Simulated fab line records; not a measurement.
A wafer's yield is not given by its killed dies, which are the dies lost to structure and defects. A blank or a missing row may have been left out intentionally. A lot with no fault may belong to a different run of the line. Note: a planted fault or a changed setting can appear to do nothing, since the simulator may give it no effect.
Matching of chambers -- flow n5-finfet -- 4 sister chambers for N5_BEOL_M3_ETCH_63 on rie-diel-06
The step etches SiARC in CF4, target depth 15.6 nm, time 26 s. 14 wafers are shown with their chamber, then 7 later ones without.

== WAFERS, EACH WITH ITS CHAMBER ==
wafer,chamber,showerhead-plenum-p-Torr (Torr),throttle-valve-pct (%),oes-product-au (a.u.)
L079.1,2,2.25,15.46,0.72
L079.2,0,2.19,15.35,0.81
L079.6,1,2.12,15.80,0.58
L081.2,1,2.12,15.79,0.58
L081.3,3,1.99,15.34,0.67
L081.6,3,1.99,15.35,0.68
L084.2,0,2.19,15.35,0.80
L084.4,3,1.99,15.36,0.68
L084.5,3,1.99,15.36,0.68
L087.1,1,2.11,15.83,0.57
L087.4,2,2.24,15.48,0.72
L087.5,1,2.11,15.81,0.57
L091.2,3,1.99,15.37,0.67
L091.3,2,2.24,15.49,0.71

SIGNATURES (means of the wafers above)
reading,chamber 0,chamber 1,chamber 2,chamber 3,scatter within a chamber
showerhead-plenum-p-Torr,2.1900,2.1150,2.2433,1.9900,0.00408
throttle-valve-pct,15.3500,15.8075,15.4767,15.3560,0.0136
oes-product-au,0.8050,0.5750,0.7167,0.6760,0.0058
Rule: a wafer's distance from a chamber is the root of the sum, over the readings, of the square of ((its reading less the chamber's mean) divided by the reading's scatter). The wafer belongs to the nearest chamber; if the next one is less than 2 further off, it can't be placed. The scatter is the square root of a quotient: the sum, over the shown wafers, of each reading's squared deviation from its chamber's mean, divided by wafers minus chambers.

== WAFERS MISSING THEIR CHAMBER ==
wafer,showerhead-plenum-p-Torr (Torr),throttle-valve-pct (%),oes-product-au (a.u.)
L091.5,1.99,15.38,0.67
L094.2,1.98,15.40,0.66
L094.4,2.24,15.53,0.69
L094.6,2.18,15.39,0.75
L097.2,2.11,15.33,0.80
L097.3,2.18,15.39,0.75
L097.4,2.11,15.33,0.80

== CHAMBER TAKEN BY EACH ==
wafer,from the rows above,in truth
L091.5,3,3
L094.2,3,3
L094.4,2,2
L094.6,0,0
L097.2,0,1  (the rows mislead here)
L097.3,0,0
L097.4,0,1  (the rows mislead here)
5 of 7 placed correctly. Not placeable from these rows: 0. Wrongly placed: 2.
